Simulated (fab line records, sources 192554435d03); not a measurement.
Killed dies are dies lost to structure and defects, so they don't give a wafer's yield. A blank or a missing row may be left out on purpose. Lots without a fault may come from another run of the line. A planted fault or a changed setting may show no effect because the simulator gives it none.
Which tool did it? | flow n5_finfet | 24 lots, 72 wafers sampled, at 2 steps of a route of 1938

WHAT THE GAUGES READ, wafer by wafer
N5_BEOL_M5_CD_MEAS_18: pitch 56 nm, target cd 28 nm.
lot  | measured     | on        | cd_nm (nm)
L074 | day 7 15:39  | cd_sem-01 | 27.98 27.44 27.77
L075 | day 8 07:55  | cd_sem-01 | 28.08 27.72 27.95
L077 | day 8 15:07  | cd_sem-01 | 27.97 27.99 27.95
L076 | day 8 16:40  | cd_sem-01 | 27.96 28.09 27.58
L078 | day 9 08:47  | cd_sem-03 | 27.90 27.76 28.09
L080 | day 9 11:41  | cd_sem-03 | 28.13 28.07 28.32
L079 | day 9 11:59  | cd_sem-03 | 27.62 27.97 27.59
L081 | day 9 16:54  | cd_sem-03 | 28.04 27.94 28.58
L082 | day 10 10:59 | cd_sem-03 | 28.47 28.33 28.19
L083 | day 10 14:10 | cd_sem-02 | 28.32 27.74 27.58
L084 | day 10 16:31 | cd_sem-03 | 27.85 28.05 27.91
L085 | day 10 16:59 | cd_sem-01 | 27.94 27.79 27.94
L086 | day 10 20:42 | cd_sem-01 | 27.68 27.72 27.65
L087 | day 11 00:27 | cd_sem-03 | 27.94 27.23 27.90
L088 | day 11 18:50 | cd_sem-03 | 28.12 27.76 28.19
L089 | day 11 21:40 | cd_sem-03 | 27.65 27.50 27.52
L090 | day 12 02:19 | cd_sem-03 | 28.23 27.75 28.26
L091 | day 12 13:28 | cd_sem-01 | 28.42 28.23 28.46
L092 | day 12 23:31 | cd_sem-03 | 28.21 28.02 27.97
L095 | day 13 08:16 | cd_sem-01 | 28.30 27.54 27.77
L093 | day 13 11:20 | cd_sem-03 | 27.99 27.98 27.87
L097 | day 13 14:56 | cd_sem-03 | 27.90 28.06 27.36
L094 | day 13 18:08 | cd_sem-02 | 28.05 28.05 27.71
L096 | day 14 04:44 | cd_sem-03 | 28.02 27.98 28.29

WHICH TOOL RAN EACH LOT (tool, then ch and the chambers of the sampled wafers, then the start)
lot  | N5_BEOL_M5_DESCUM_16
L074 | rie_diel-02 ch 0,2,3, day 7 15:09
L075 | rie_diel-02 ch 1,2,3, day 8 07:25
L077 | rie_diel-01 ch 2,3, day 8 14:38
L076 | rie_diel-06 ch 0,1,2, day 8 16:08
L078 | rie_diel-06 ch 0,3, day 9 08:19
L080 | rie_diel-06 ch 1,3, day 9 11:14
L079 | rie_diel-06 ch 2,3, day 9 11:28
L081 | rie_diel-06 ch 0,1,3, day 9 16:26
L082 | rie_diel-06 ch 2,3, day 10 10:29
L083 | rie_diel-01 ch 0,3, day 10 13:38
L084 | rie_diel-06 ch 0,3, day 10 15:41
L085 | rie_diel-02 ch 1,2, day 10 16:28
L086 | rie_diel-06 ch 2,3, day 10 20:16
L087 | rie_diel-06 ch 1,2,3, day 11 00:01
L088 | rie_diel-01 ch 0,1,2, day 11 18:25
L089 | rie_diel-01 ch 0,3, day 11 21:14
L090 | rie_diel-02 ch 0,1, day 12 01:53
L091 | rie_diel-02 ch 0,2, day 12 12:52
L092 | rie_diel-02 ch 1,2,3, day 12 22:57
L095 | rie_diel-01 ch 0,1, day 13 07:50
L093 | rie_diel-01 ch 0,1, day 13 10:46
L097 | rie_diel-02 ch 2,3, day 13 14:23
L094 | rie_diel-02 ch 1,3, day 13 17:37
L096 | rie_diel-01 ch 1,3, day 14 04:19
- N5_BEOL_M5_DESCUM_16: chemistry O2, time 7 s.

WHAT THE TOOLS THEMSELVES READ (means of the sampled wafers that have a number; where no wafer has one, the mark that the record gives instead)
N5_BEOL_M5_DESCUM_16.
lot  | tool        | drypump_motor_current_A (A) | oes_product_au (a.u.) | rf_vpp_V (V) | showerhead_plenum_p_Torr (Torr) | throttle_valve_pct (%)
L074 | rie_diel-02 | 5.8                         | 0.80                  | 243.3        | 2.10                            | 20.44
L075 | rie_diel-02 | 5.9                         | 0.89                  | 243.2        | 2.09                            | 20.36
L077 | rie_diel-01 | 4.8                         | 0.82                  | 242.2        | 2.03                            | 20.25
L076 | rie_diel-06 | 6.0                         | 0.84                  | 243.9        | 2.11                            | 20.26
L078 | rie_diel-06 | 5.9                         | 0.87                  | 242.7        | 2.05                            | 20.20
L080 | rie_diel-06 | 6.4                         | 0.86                  | 244.5        | 2.15                            | 20.33
L079 | rie_diel-06 | 5.8                         | 0.73                  | 242.5        | 2.06                            | 20.21
L081 | rie_diel-06 | 6.1                         | 0.88                  | 243.2        | 2.10                            | 20.28
L082 | rie_diel-06 | 5.7                         | 0.73                  | 242.9        | 2.05                            | 20.24
L083 | rie_diel-01 | 5.4                         | 0.76                  | 244.9        | 2.13                            | 20.48
L084 | rie_diel-06 | 5.8                         | 0.89                  | 241.3        | 2.05                            | 20.21
L085 | rie_diel-02 | 6.0                         | 0.94                  | 242.6        | 2.05                            | 20.32
L086 | rie_diel-06 | 5.7                         | 0.73                  | 242.3        | 2.05                            | 20.24
L087 | rie_diel-06 | 6.1                         | 0.79                  | 244.1        | 2.10                            | 20.29
L088 | rie_diel-01 | 5.5                         | 0.75                  | 242.4        | 2.07                            | 20.34
L089 | rie_diel-01 | 5.4                         | 0.75                  | 243.1        | 2.12                            | 20.50
L090 | rie_diel-02 | 5.9                         | 0.77                  | 242.1        | 2.05                            | 20.43
L091 | rie_diel-02 | 5.9                         | 0.77                  | 242.5        | 2.06                            | 20.51
L092 | rie_diel-02 | 5.8                         | 0.82                  | 242.7        | 2.08                            | 20.42
L095 | rie_diel-01 | 5.7                         | 0.72                  | 244.5        | 2.11                            | 20.48
L093 | rie_diel-01 | 5.7                         | 0.72                  | 243.6        | 2.11                            | 20.47
L097 | rie_diel-02 | 5.9                         | 0.81                  | 242.6        | 2.08                            | 20.48
L094 | rie_diel-02 | 5.9                         | 0.81                  | 243.6        | 2.08                            | 20.38
L096 | rie_diel-01 | 5.1                         | 0.76                  | 241.7        | 2.01                            | 20.29

THE ANSWER, worked out from the rows above alone
Rule: what is usual is taken from the lots themselves. Put in order of their means at a reading, lots are off if they are a third of the lots or fewer, leave a main group of 4 or more, and stand apart from it by a gap of 3 or more times the standard deviation of the main group's means; of several such gaps the widest counts. A main group whose means are all the same, to the digits that the tables above print for the reading, isn't used. A lot without any number at a reading at which 4 lots or more have one is off too. The other lots that the step has rows for count as sound. The gauges are gone through in route order, then the tools' own readings, and for those a lot's mean is taken as printed above. The first step at which some lot is off is used, and at that step the reading that is off furthest; a lot without a number counts as furthest.
No lot is off at any reading shown: from this, nothing can be told.

WHAT THE SIMULATOR HAD PUT IN
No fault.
